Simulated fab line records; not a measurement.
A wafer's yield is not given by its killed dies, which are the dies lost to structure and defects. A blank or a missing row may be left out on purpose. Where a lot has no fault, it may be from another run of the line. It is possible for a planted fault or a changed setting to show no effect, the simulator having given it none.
fab line records -- flow nand-harc
record lots=12, wafers=36, last-day=33
route steps=1302 shown A_CHANNEL_HOLE_D1@464 A_CHANNEL_FILL_D1@494 END@1302
lots that met no fault: from a run of the same line without faults
start-h: hours from the record's first day to the start of the lot's first wafer shown -- wait-h: hours from the lot's prior step to this one -- " repeats the value in the row above -- L1.1+2: a row that stands for several wafers -- - no value present, or no start provided -- * or withheld: withheld -- < > ~ a bound
route shown NAME@n: NAME is a module with steps in the file, n the number in the route of the first one -- usual: mean/standard deviation taken from wafers without a fault -- same: alike in all rows -- chamber/n: place in a boat -- sites: per-site readings -- _std_site: standard deviation of those values -- _edge_site: the outer-site mean with the inner-site mean subtracted -- radius-mm: how far each site lies from the wafer's centre -- mask NAME#n: copy n -- behind: the last tool/chamber to shape the wafer -- hold: reason for holding the lot/hours on hold/outcome of the hold -- device: which transistor (n, p or np) failed to switch -- end of line: at the end of the route, the tests of the same wafers -- a step with no rows: only its recipe -- killed: dies that structure and defects cost at the first sort, which is not the same as the wafer's yield -- map: the dies of a wafer, with x for killed, . for not killed, _ for no die there
set.NAME: the setting the step ran with; set.NAME@STEP: the setting that earlier step ran with -- model.NAME: the simulator's own value behind a step, which no gauge read
route steps across a sampled set of lots; one table per step, one row per wafer
services: when a tool's chamber went out of use (start-h, in hours from the record's first day, below 0 if earlier), for how many hours, and the reason
## steps
# step NHARC_A_CHANNEL_HOLE_D1_INSPECT_12
# usual raw-defect-count=5.5/2.5
lot.wafer,tool,chamber,start-h,wait-h,raw-defect-count
L117.1,defect-inspect-01,-,182.30,0.0,13
L117.3,defect-inspect-01,-,182.30,0.0,7
L117.4,defect-inspect-01,-,182.30,0.0,11
L119.2,defect-inspect-01,-,203.41,0.0,4
L119.5,defect-inspect-01,-,203.41,0.0,5
L119.6,defect-inspect-01,-,203.41,0.0,3
L120.2,defect-inspect-02,-,210.13,0.0,4
L120.3,defect-inspect-02,-,210.13,0.0,9
L120.5,defect-inspect-02,-,210.13,0.0,9
L123.1,defect-inspect-02,-,248.34,0.0,9
L123.3,defect-inspect-02,-,248.34,0.0,11
L123.6,defect-inspect-02,-,248.34,0.0,11
L125.1,defect-inspect-02,-,261.87,0.0,6
L125.2,defect-inspect-02,-,261.87,0.0,4
L125.6,defect-inspect-02,-,261.87,0.0,6
L128.1,defect-inspect-02,-,288.53,0.0,5
L128.4,defect-inspect-02,-,288.53,0.0,3
L128.6,defect-inspect-02,-,288.53,0.0,2
L129.1,defect-inspect-02,-,295.99,0.0,8
L129.3,defect-inspect-02,-,295.99,0.0,6
L129.6,defect-inspect-02,-,295.99,0.0,5
L135.1,defect-inspect-02,-,361.21,0.0,7
L135.4,defect-inspect-02,-,361.21,0.0,5
L135.5,defect-inspect-02,-,361.21,0.0,3
L136.1,defect-inspect-02,-,371.76,0.0,3
L136.4,defect-inspect-02,-,371.76,0.0,2
L136.5,defect-inspect-02,-,371.76,0.0,4
L137.1,defect-inspect-02,-,384.62,0.0,10
L137.2,defect-inspect-02,-,384.62,0.0,9
L137.4,defect-inspect-02,-,384.62,0.0,9
L138.2,defect-inspect-02,-,384.98,0.0,7
L138.3,defect-inspect-02,-,384.98,0.0,7
L138.6,defect-inspect-02,-,384.98,0.0,3
L140.3,defect-inspect-02,-,403.48,0.0,1
L140.4,defect-inspect-02,-,403.48,0.0,1
L140.6,defect-inspect-02,-,403.48,0.0,1
# step NHARC_A_CHANNEL_HOLE_D1_ETCH_22
# recipe bias-v=3000, source-w=withheld, pressure-mtorr=20, time-s=666.7, ar-flow-sccm=375, c4f8-flow-sccm=89.3, o2-flow-sccm=35.7, temp-c=-20, target-depth-a=16000, chemistry=C4F8/O2/Ar
# usual c4f8-flow-sccm=89.32/0.29, drypump-motor-current-A=5.9/0.42, mfc-ar-sccm=374.9/1.1, showerhead-plenum-p-Torr=3.65/0.074, throttle-valve-pct=32.156/0.0097
lot.wafer,tool,chamber,start-h,wait-h,c4f8-flow-sccm,drypump-motor-current-A,mfc-ar-sccm,rf-hours-counter-h,showerhead-plenum-p-Torr,throttle-valve-pct
L117.1,har-etch-01,1,184.63,0.4,89.33,6.2,374.5,81,3.74,32.169
L117.4,har-etch-01,0,184.63,0.4,89.26,5.7,374.9,-,3.59,32.152
L117.3,har-etch-01,1,184.63,0.4,89.21,6.2,374.7,-,3.74,32.135
L119.2,har-etch-01,0,205.61,0.4,88.57,5.7,375.5,96,3.58,32.156
L119.6,har-etch-01,1,205.61,0.4,89.53,6.2,374.3,-,3.73,32.168
L119.5,har-etch-01,0,205.61,0.4,89.12,5.7,376.0,-,3.58,32.157
L120.2,har-etch-02,1,212.52,0.4,89.69,6.4,375.5,311,3.76,32.156
L120.3,har-etch-02,1,212.52,0.4,89.51,6.4,372.8,-,3.76,32.163
L120.5,har-etch-02,1,212.52,0.4,89.77,6.4,373.7,-,3.76,32.161
L123.1,har-etch-01,1,250.65,0.4,89.44,6.2,375.1,123,3.71,32.167
L123.3,har-etch-01,0,250.65,0.4,89.23,5.7,375.2,-,3.57,32.162
L123.6,har-etch-01,0,250.65,0.4,89.12,5.7,375.3,-,3.57,32.133
L125.2,har-etch-01,0,263.98,0.4,89.42,5.7,374.0,127,3.57,32.153
L125.1,har-etch-01,1,263.98,0.4,89.52,6.2,375.9,127,3.71,32.158
L125.6,har-etch-01,1,263.98,0.4,89.48,6.2,373.8,-,3.71,32.145
L128.1,har-etch-02,0,295.69,0.7,89.43,5.2,375.1,361,3.64,32.146
L128.4,har-etch-02,0,295.69,0.7,89.31,5.2,375.9,-,3.64,32.138
L128.6,har-etch-02,0,295.69,0.7,89.29,5.2,373.9,-,3.64,32.156
L129.1,har-etch-01,0,302.16,0.4,89.16,5.7,374.4,157,3.55,32.149
L129.3,har-etch-01,0,302.16,0.4,89.06,5.7,376.0,-,3.55,32.154
L129.6,har-etch-01,1,302.16,0.4,89.45,6.1,375.0,-,3.70,32.157
L135.1,har-etch-02,1,363.80,0.4,88.95,6.4,373.3,387,3.72,32.151
L135.4,har-etch-02,1,363.80,0.4,89.35,6.4,373.4,-,3.72,32.165
L135.5,har-etch-02,0,363.80,0.4,89.05,5.2,376.1,-,3.62,32.167
L136.1,har-etch-01,1,374.12,0.4,89.67,6.2,373.5,200,3.67,32.144
L136.4,har-etch-01,0,374.12,0.4,89.89,5.7,372.8,-,3.53,32.159
L136.5,har-etch-01,1,374.12,0.4,89.53,6.2,374.8,-,3.67,32.166
L137.2,har-etch-01,0,386.73,0.4,88.85,5.7,376.2,211,3.52,32.161
L137.1,har-etch-01,1,386.73,0.4,89.34,6.2,374.4,211,3.67,32.162
L137.4,har-etch-01,1,386.73,0.4,89.11,6.2,373.3,-,3.67,32.166
L138.2,har-etch-01,1,390.90,0.4,89.13,6.2,376.7,215,3.66,32.157
L138.3,har-etch-01,1,390.90,0.4,89.71,6.2,376.1,-,3.66,32.147
L138.6,har-etch-01,1,390.90,0.4,89.31,6.1,374.8,-,3.66,32.151
L140.4,har-etch-01,0,405.79,0.4,88.73,5.7,375.8,-,3.52,32.143
L140.3,har-etch-01,1,405.79,0.4,88.72,6.2,375.2,-,3.66,32.155
L140.6,har-etch-01,0,405.79,0.4,89.66,5.7,375.2,-,3.52,32.166
# step NHARC_A_CHANNEL_HOLE_D1_ETCH_26
# recipe bias-v=300, source-w=2000, pressure-mtorr=30, time-s=224.1, ar-flow-sccm=375, c4f8-flow-sccm=11.4, o2-flow-sccm=113.6, temp-c=-20, target-depth-a=3000, chemistry=C4F8/O2/Ar
# usual c4f8-flow-sccm=11.40/0.031, drypump-motor-current-A=5.9/0.43, mfc-ar-sccm=375.0/1.2, showerhead-plenum-p-Torr=3.69/0.078, throttle-valve-pct=24.584/0.0096
lot.wafer,tool,chamber,start-h,wait-h,c4f8-flow-sccm,drypump-motor-current-A,mfc-ar-sccm,rf-hours-counter-h,showerhead-plenum-p-Torr,throttle-valve-pct
L117.1,har-etch-01,1,187.47,0.6,11.40,6.2,374.6,84,3.78,24.595
L117.4,har-etch-01,0,187.47,0.6,11.40,5.7,375.1,-,3.63,24.584
L117.3,har-etch-01,1,187.47,0.6,11.40,6.2,376.2,-,3.78,24.569
L119.2,har-etch-01,0,208.48,0.6,11.42,5.7,374.0,99,3.62,24.590
L119.6,har-etch-01,1,208.48,0.6,11.41,6.2,375.8,-,3.77,24.564
L119.5,har-etch-01,0,208.48,0.6,11.39,5.7,373.8,-,3.62,24.605
L120.2,har-etch-02,1,218.14,3.4,11.44,6.5,375.0,314,3.81,24.595
L120.3,har-etch-02,1,218.14,3.4,11.41,6.5,375.0,-,3.81,24.575
L120.5,har-etch-02,1,218.14,3.4,11.42,6.4,373.8,-,3.81,24.570
L123.1,har-etch-01,1,253.56,0.7,11.35,6.2,373.5,126,3.76,24.589
L123.3,har-etch-01,0,253.56,0.7,11.38,5.7,376.0,-,3.61,24.597
L123.6,har-etch-01,0,253.56,0.7,11.39,5.7,375.0,-,3.61,24.585
L125.2,har-etch-01,0,266.90,0.7,11.41,5.7,372.9,130,3.60,24.572
L125.1,har-etch-01,1,266.90,0.7,11.43,6.2,374.5,130,3.76,24.587
L125.6,har-etch-01,1,266.90,0.7,11.40,6.2,374.2,-,3.76,24.588
L128.1,har-etch-02,0,301.48,1.5,11.40,5.2,374.0,367,3.68,24.582
L128.4,har-etch-02,0,301.48,1.5,11.41,5.2,373.6,-,3.68,24.582
L128.6,har-etch-02,0,301.48,1.5,11.38,5.2,376.8,-,3.68,24.592
L129.1,har-etch-01,0,305.09,0.7,11.43,5.7,376.1,160,3.59,24.585
L129.3,har-etch-01,0,305.09,0.7,11.40,5.7,375.7,-,3.59,24.584
L129.6,har-etch-01,1,305.09,0.7,11.44,6.2,376.1,-,3.74,24.580
L135.1,har-etch-02,1,366.70,0.7,11.39,6.4,376.0,390,3.76,24.590
L135.4,har-etch-02,1,366.70,0.7,11.35,6.4,376.2,-,3.76,24.597
L135.5,har-etch-02,0,366.70,0.7,11.42,5.2,373.4,-,3.66,24.582
L136.1,har-etch-01,1,377.03,0.7,11.37,6.2,374.4,202,3.71,24.592
L136.4,har-etch-01,0,377.03,0.7,11.43,5.7,373.0,-,3.56,24.551
L136.5,har-etch-01,1,377.03,0.7,11.42,6.2,376.9,-,3.71,24.576
L137.2,har-etch-01,0,389.64,0.7,11.43,5.7,373.5,214,3.56,24.605
L137.1,har-etch-01,1,389.64,0.7,11.46,6.2,374.4,214,3.71,24.581
L137.4,har-etch-01,1,389.64,0.7,11.46,6.2,375.0,-,3.71,24.565
L138.2,har-etch-01,1,393.83,0.7,11.37,6.2,375.6,217,3.71,24.597
L138.3,har-etch-01,1,393.83,0.7,11.39,6.2,374.0,-,3.71,24.596
L138.6,har-etch-01,1,393.83,0.7,11.42,6.2,377.1,-,3.71,24.582
L140.4,har-etch-01,0,408.55,0.5,11.45,5.7,375.3,-,3.55,24.585
L140.3,har-etch-01,1,408.55,0.5,11.45,6.2,375.0,-,3.70,24.592
L140.6,har-etch-01,0,408.55,0.5,11.37,5.7,375.2,-,3.55,24.579
# step NHARC_A_CHANNEL_FILL_D1_ALD_14
# recipe target-thk-a=25, pulse-time-s=10, ald-cycles=25, temp-c=300, material=SiO2
# usual ald-cycles=25/0, heater-power-outer-w=260/27, heater-power-w=461/39, precursor-pulse-height-rel=1.003/0.02
# same pulse-time-s=10
lot.wafer,tool,chamber,start-h,wait-h,ald-cycles,heater-power-outer-w,heater-power-w,precursor-pulse-height-rel
L117.1,ald-hk-01,0,196.81,0.1,25,232,395,1.016
L117.3,ald-hk-01,1,196.81,0.1,25,228,428,0.988
L117.4,ald-hk-01,2,196.81,0.1,25,289,498,1.002
L119.2,ald-hk-01,1,219.66,2.1,25,224,441,0.979
L119.6,ald-hk-01,1,219.66,2.1,25,219,443,1.016
L119.5,ald-hk-01,2,219.66,2.1,25,282,492,1.001
L120.2,ald-hk-04,3,227.32,0.0,25,245,444,0.989
L120.3,ald-hk-04,2,227.32,0.0,25,250,462,0.985
L120.5,ald-hk-04,0,227.32,0.0,25,268,500,0.997
L123.1,ald-hk-03,0,262.57,0.3,25,227,412,1.001
L123.3,ald-hk-03,3,262.57,0.3,25,255,442,1.012
L123.6,ald-hk-03,0,262.57,0.3,25,226,408,1.027
L125.2,ald-hk-03,2,276.09,0.0,25,261,461,1.030
L125.1,ald-hk-03,0,276.09,0.0,25,226,423,1.021
L125.6,ald-hk-03,3,276.09,0.0,25,256,444,0.997
L128.1,ald-hk-03,2,311.46,0.0,27,261,456,0.972
L128.4,ald-hk-03,3,311.46,0.0,27,259,440,1.005
L128.6,ald-hk-03,2,311.46,0.0,27,258,456,1.022
L129.1,ald-hk-03,0,316.15,0.0,27,229,416,1.024
L129.3,ald-hk-03,2,316.15,0.0,27,261,473,0.972
L129.6,ald-hk-03,0,316.15,0.0,27,226,405,1.020
L135.1,ald-hk-01,2,375.86,0.0,25,292,510,1.000
L135.4,ald-hk-01,0,375.86,0.0,25,248,438,1.022
L135.5,ald-hk-01,2,375.86,0.0,25,296,513,1.025
L136.1,ald-hk-03,0,387.96,0.0,25,228,424,1.018
L136.4,ald-hk-03,1,387.96,0.0,25,304,521,0.997
L136.5,ald-hk-03,0,387.96,0.0,25,229,402,1.015
L137.4,ald-hk-04,0,398.78,0.1,25,274,507,0.992
L137.1,ald-hk-04,1,398.78,0.1,25,249,451,1.005
L137.2,ald-hk-04,2,398.78,0.1,25,243,458,0.982
L138.2,ald-hk-03,2,403.07,0.0,25,267,471,0.994
L138.3,ald-hk-03,3,403.07,0.0,25,284,494,1.007
L138.6,ald-hk-03,3,403.07,0.0,25,282,484,1.025
L140.4,ald-hk-03,0,417.73,0.1,25,214,392,1.029
L140.3,ald-hk-03,1,417.73,0.1,25,323,562,0.976
L140.6,ald-hk-03,3,417.73,0.1,25,284,482,1.032
# step NHARC_END_SORT_01
# recipe temp-c=25
# usual killed-at-array=62/20, killed-at-other=0.8/1.1, killed-at-periphery=3.5/2.4, killed-dies=66/21, killed-open=3.5/1.9, killed-short=2.5/1.7
# same gross-dies=677
lot.wafer,tool,chamber,start-h,wait-h,killed-at-array,killed-at-other,killed-at-periphery,killed-dies,killed-open,killed-short
L117.1,prober-02,0,581.00,2.5,24,0,1,25,3,1
L117.3,prober-02,0,582.59,3.1,27,0,2,29,4,4
L117.4,prober-02,0,583.39,3.4,26,0,2,28,0,3
L120.2,prober-02,0,589.54,2.8,85,1,1,87,5,1
L120.3,prober-02,0,590.34,3.1,72,0,1,73,4,4
L120.5,prober-02,0,591.93,3.7,62,1,1,64,0,0
L129.1,prober-02,0,688.88,2.5,83,0,2,85,4,3
L129.3,prober-02,0,690.48,3.1,74,1,0,75,2,1
L129.6,prober-02,0,692.88,4.0,85,0,1,86,5,3
L128.1,prober-02,0,696.65,2.5,78,1,5,84,3,2
L128.4,prober-02,0,698.98,3.3,83,0,9,92,3,4
L128.6,prober-02,0,700.53,3.9,77,0,3,80,4,3
L135.1,prober-02,0,720.57,2.5,81,6,5,92,4,6
L135.4,prober-02,0,722.94,3.4,64,4,2,70,3,2
L138.2,prober-01,0,772.69,2.8,58,0,2,60,3,1
L138.3,prober-01,0,773.49,3.1,49,0,3,52,3,2
L138.6,prober-01,0,775.89,4.0,68,0,6,74,6,4
L140.3,prober-02,0,773.49,3.1,74,1,4,79,5,2
L140.4,prober-02,0,774.31,3.4,84,2,4,90,3,3
L140.6,prober-02,0,775.93,4.1,63,0,6,69,3,2
L137.1,prober-02,0,779.71,2.5,32,0,4,36,2,9
L137.2,prober-02,0,780.51,2.8,45,0,4,49,4,5
L137.4,prober-02,0,782.10,3.4,34,1,6,41,4,2
L136.1,prober-01,0,779.73,2.5,67,0,6,73,4,3
L136.4,prober-01,0,782.14,3.4,56,0,4,60,2,2
L136.5,prober-01,0,782.95,3.7,60,0,5,65,2,1
# killed by level:class
L117.1 A_CHANNEL_HOLE_D2:chamber-film-flake=7 A_SGD_CUT:chamber-film-flake=4 A_CONTACT:chamber-film-flake=3 A_CHANNEL_HOLE_D1:chamber-film-flake=2 A_CONTACT:unspecified=2 P_GATE:geometric-particle:open=1 A_ONON_D1:geometric-particle:open=1 A_DECK1_JOINT:geometric-particle:short=1
L117.3 A_CHANNEL_HOLE_D2:chamber-film-flake=5 A_SGD_CUT:chamber-film-flake=4 A_CHANNEL_HOLE_D1:chamber-film-flake=3 A_WL_FILL:geometric-particle:short=2 A_ZERO_WELL:chamber-film-flake=2 A_CONTACT:chamber-film-flake=2 P_GATE:geometric-particle:open=1 P_M0:geometric-particle:open=1
L117.4 A_CHANNEL_HOLE_D2:chamber-film-flake=5 A_CONTACT:unspecified=4 A_SGD_CUT:chamber-film-flake=3 A_WL_FILL:geometric-particle:short=2 A_CHANNEL_FILL_D2:chamber-film-flake=2 A_STAIRCASE:chamber-film-flake=2 A_WL_FILL:chamber-film-flake=2 A_CONTACT:chamber-film-flake=2
L120.2 A_CHANNEL_HOLE_D1:chamber-film-flake=35 A_SLIT:chamber-film-flake=17 A_CHANNEL_HOLE_D2:chamber-film-flake=14 A_STAIRCASE:chamber-film-flake=11 A_ONON_D2:geometric-particle:open=2 A_DECK1_JOINT:chamber-film-flake=2 A_CHANNEL_HOLE_D1:geometric-particle:open=1 A_DECK1_JOINT:geometric-particle:open=1
L120.3 A_CHANNEL_HOLE_D1:chamber-film-flake=29 A_SLIT:chamber-film-flake=18 A_STAIRCASE:chamber-film-flake=7 A_CHANNEL_HOLE_D2:chamber-film-flake=5 A_CONTACT:chamber-film-flake=4 A_ONON_D1:geometric-particle:short=1 A_CHANNEL_FILL_D1:geometric-particle:short=1 A_DECK1_JOINT:geometric-particle:short=1
L120.5 A_CHANNEL_HOLE_D1:chamber-film-flake=22 A_SLIT:chamber-film-flake=20 A_STAIRCASE:chamber-film-flake=8 A_CHANNEL_HOLE_D2:chamber-film-flake=5 A_CONTACT:chamber-film-flake=2 A_DECK1_JOINT:chamber-film-flake=2 P_STI:chamber-film-flake=1 A_CHANNEL_FILL_D1:chamber-film-flake=1
L129.1 A_SLIT:chamber-film-flake=35 A_CHANNEL_HOLE_D2:chamber-film-flake=21 A_STAIRCASE:chamber-film-flake=7 A_CHANNEL_HOLE_D1:chamber-film-flake=6 A_CONTACT:chamber-film-flake=4 P_CONTACT:geometric-particle:open=2 A_ZERO_WELL:chamber-film-flake=2 A_CHANNEL_FILL_D1:geometric-particle:open=1
L129.3 A_SLIT:chamber-film-flake=34 A_CHANNEL_HOLE_D2:chamber-film-flake=17 A_CHANNEL_HOLE_D1:chamber-film-flake=9 A_STAIRCASE:chamber-film-flake=5 A_CHANNEL_FILL_D2:chamber-film-flake=2 A_CONTACT:chamber-film-flake=2 A_DECK1_JOINT:geometric-particle:short=1 A_STAIRCASE:geometric-particle:open=1
L129.6 A_SLIT:chamber-film-flake=34 A_CHANNEL_HOLE_D2:chamber-film-flake=27 A_CHANNEL_HOLE_D1:chamber-film-flake=5 A_STAIRCASE:chamber-film-flake=5 A_CONTACT:chamber-film-flake=3 A_ONON_D1:geometric-particle:short=2 P_GATE:geometric-particle:open=1 A_CHANNEL_FILL_D1:geometric-particle:open=1
L128.1 A_CHANNEL_HOLE_D1:chamber-film-flake=36 A_SLIT:chamber-film-flake=31 P_CONTACT:chamber-film-flake=3 A_STAIRCASE:chamber-film-flake=3 P_M0:geometric-particle:open=1 A_CHANNEL_FILL_D1:geometric-particle:open=1 A_ONON_D2:geometric-particle:open=1 A_ONON_D2:geometric-particle:short=1
L128.4 A_CHANNEL_HOLE_D1:chamber-film-flake=43 A_SLIT:chamber-film-flake=31 P_CONTACT:chamber-film-flake=3 A_WL_FILL:geometric-particle:short=2 P_ZERO_WELL:chamber-film-flake=2 P_GATE:chamber-film-flake=2 A_CHANNEL_FILL_D1:chamber-film-flake=2 P_M1:geometric-particle:open=1
L128.6 A_SLIT:chamber-film-flake=34 A_CHANNEL_HOLE_D1:chamber-film-flake=30 A_M1:geometric-particle:open=2 P_CONTACT:chamber-film-flake=2 A_CONTACT:chamber-film-flake=2 A_ONON_D2:geometric-particle:short=1 A_WL_FILL:geometric-particle:short=1 A_CONTACT:geometric-particle:open=1
L135.1 A_CHANNEL_HOLE_D1:chamber-film-flake=34 A_SLIT:chamber-film-flake=31 THIN_TSV:chamber-film-flake=6 A_CONTACT:chamber-film-flake=4 P_M1:geometric-particle:open=2 A_WL_FILL:geometric-particle:short=2 A_CHANNEL_FILL_D2:chamber-film-flake=2 A_STAIRCASE:chamber-film-flake=2
L135.4 A_CHANNEL_HOLE_D1:chamber-film-flake=33 A_SLIT:chamber-film-flake=26 THIN_TSV:chamber-film-flake=4 P_M0:geometric-particle:open=1 A_CHANNEL_FILL_D1:geometric-particle:short=1 A_ONON_D2:geometric-particle:open=1 A_CHANNEL_HOLE_D2:geometric-particle:open=1 A_WL_FILL:geometric-particle:short=1
L138.2 A_CHANNEL_HOLE_D2:chamber-film-flake=24 A_CHANNEL_HOLE_D1:chamber-film-flake=12 A_CONTACT:chamber-film-flake=8 A_SLIT:chamber-film-flake=5 A_STAIRCASE:chamber-film-flake=3 A_BONDPAD:chamber-film-flake=2 P_STI:geometric-particle:short=1 A_SOURCE_PLATE:geometric-particle:open=1
L138.3 A_CHANNEL_HOLE_D2:chamber-film-flake=22 A_CHANNEL_HOLE_D1:chamber-film-flake=8 A_SLIT:chamber-film-flake=7 A_BONDPAD:chamber-film-flake=3 P_M0:chamber-film-flake=2 A_CONTACT:chamber-film-flake=2 P_CONTACT:geometric-particle:short=1 A_CHANNEL_FILL_D1:geometric-particle:open=1
L140.3 A_SLIT:chamber-film-flake=31 A_CHANNEL_HOLE_D1:chamber-film-flake=26 A_STAIRCASE:chamber-film-flake=5 A_CHANNEL_FILL_D1:chamber-film-flake=3 A_CONTACT:chamber-film-flake=3 P_CONTACT:geometric-particle:open=2 P_M1:chamber-film-flake=2 A_CHANNEL_FILL_D1:geometric-particle:open=1
L140.4 A_SLIT:chamber-film-flake=39 A_CHANNEL_HOLE_D1:chamber-film-flake=19 A_CONTACT:chamber-film-flake=9 A_STAIRCASE:chamber-film-flake=8 A_CHANNEL_FILL_D1:chamber-film-flake=2 THIN_TSV:chamber-film-flake=2 P_CONTACT:geometric-particle:short=1 A_CHANNEL_FILL_D1:geometric-particle:open=1
L138.6 A_CHANNEL_HOLE_D2:chamber-film-flake=24 A_CHANNEL_HOLE_D1:chamber-film-flake=22 A_SLIT:chamber-film-flake=6 A_STAIRCASE:chamber-film-flake=5 P_GATE:chamber-film-flake=2 A_CONTACT:chamber-film-flake=2 A_BONDPAD:chamber-film-flake=2 P_GATE:geometric-particle:short=1
L140.6 A_SLIT:chamber-film-flake=26 A_CHANNEL_HOLE_D1:chamber-film-flake=18 A_CONTACT:chamber-film-flake=6 A_STAIRCASE:chamber-film-flake=5 P_BONDPAD:chamber-film-flake=3 P_GATE:chamber-film-flake=2 A_CHANNEL_HOLE_D2:chamber-film-flake=2 P_M1:geometric-particle:open=1
L137.1 A_CHANNEL_HOLE_D1:chamber-film-flake=11 A_SLIT:chamber-film-flake=8 A_STAIRCASE:chamber-film-flake=3 P_CONTACT:geometric-particle:short=2 P_STI:geometric-particle:short=1 P_CONTACT:geometric-particle:open=1 A_SOURCE_PLATE:geometric-particle:short=1 A_CHANNEL_HOLE_D1:geometric-particle:short=1
L136.1 A_CHANNEL_HOLE_D2:chamber-film-flake=31 A_CONTACT:chamber-film-flake=10 A_CHANNEL_HOLE_D1:chamber-film-flake=9 A_BONDPAD:chamber-film-flake=6 P_STI:chamber-film-flake=3 A_M0:geometric-particle:open=2 P_GATE:chamber-film-flake=2 A_STAIRCASE:chamber-film-flake=2
L137.2 A_CHANNEL_HOLE_D1:chamber-film-flake=22 A_SLIT:chamber-film-flake=9 A_CONTACT:chamber-film-flake=3 A_ONON_D1:geometric-particle:open=2 A_CHANNEL_FILL_D1:geometric-particle:open=2 P_STI:chamber-film-flake=2 A_STAIRCASE:chamber-film-flake=2 P_CONTACT:geometric-particle:short=1
L137.4 A_CHANNEL_HOLE_D1:chamber-film-flake=21 A_SLIT:chamber-film-flake=5 A_CONTACT:chamber-film-flake=3 P_STI:geometric-particle:open=1 P_CONTACT:geometric-particle:open=1 A_CHANNEL_FILL_D1:geometric-particle:open=1 A_WL_FILL:geometric-particle:short=1 A_CONTACT:geometric-particle:short=1
L136.4 A_CHANNEL_HOLE_D2:chamber-film-flake=22 A_CHANNEL_HOLE_D1:chamber-film-flake=11 A_SLIT:chamber-film-flake=9 A_CONTACT:chamber-film-flake=7 P_GATE:chamber-film-flake=2 A_BONDPAD:chamber-film-flake=2 A_DECK1_JOINT:geometric-particle:open=1 A_DECK1_JOINT:geometric-particle:short=1
L136.5 A_CHANNEL_HOLE_D2:chamber-film-flake=33 A_CHANNEL_HOLE_D1:chamber-film-flake=10 A_SLIT:chamber-film-flake=8 P_STI:chamber-film-flake=3 A_CONTACT:chamber-film-flake=3 A_BONDPAD:chamber-film-flake=2 A_DECK1_JOINT:geometric-particle:short=1 A_CHANNEL_FILL_D2:geometric-particle:open=1
## services
tool,chamber,start-h,hours,kind
ald-hk-04,-,171.63,0.2,repair
ald-hk-03,-,213.82,10.0,pm
ald-hk-03,0,213.82,10.0,vent-cycle
ald-hk-03,1,213.82,10.0,vent-cycle
ald-hk-03,2,213.82,10.0,vent-cycle
ald-hk-03,3,213.82,10.0,vent-cycle
ald-hk-01,-,214.22,1.3,repair
ald-hk-03,0,223.82,-,clean
ald-hk-03,1,223.82,-,clean
ald-hk-03,2,223.82,-,clean
ald-hk-03,3,223.82,-,clean
har-etch-02,1,293.97,-,consumable-replace:focus-ring
har-etch-02,1,293.97,17.0,scheduled-down
har-etch-02,1,293.97,17.0,vent-cycle
ald-hk-01,-,299.15,10.0,pm
har-etch-02,0,373.43,-,consumable-replace:esc
har-etch-02,0,373.43,17.0,scheduled-down
har-etch-02,-,377.00,17.0,pm
ald-hk-03,2,392.23,10.0,vent-cycle
ald-hk-03,3,392.23,10.0,vent-cycle
ald-hk-03,0,402.23,-,clean
ald-hk-03,1,402.23,-,clean
ald-hk-03,2,402.23,-,clean
ald-hk-03,3,402.23,-,clean
## key
first-sign step=NHARC_A_CHANNEL_FILL_D1_ALD_14, reading=ald-cycles, direction=up, sigmas=99+, usual=25, struck=27
effect none on later readings
met-at NHARC_A_CHANNEL_FILL_D1_ALD_14
struck-lots L128,L129
tester-left-out L128,L129
not-acting-at NHARC_A_CHANNEL_HOLE_D1_INSPECT_12,NHARC_A_CHANNEL_HOLE_D1_ETCH_22,NHARC_A_CHANNEL_HOLE_D1_ETCH_26
onset-between 276.09 311.46
fault kind=process-parameter-drift, tool=ald-hk-03, chamber=-, onset-h=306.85, steps=NHARC_A_CHANNEL_FILL_D1_ALD_14, channel=ald-cycles, offset=2, shape=step, end-h=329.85, acts-in=these-recipes-only, stated=25
# tester-left-out: of these lots the tester's yield and bins aren't shown, on N5 and GAA mostly nor the transistor test; their killed dies are dies lost to structure and defects alone, not to doping, threshold or leakage, so they don't give the yield
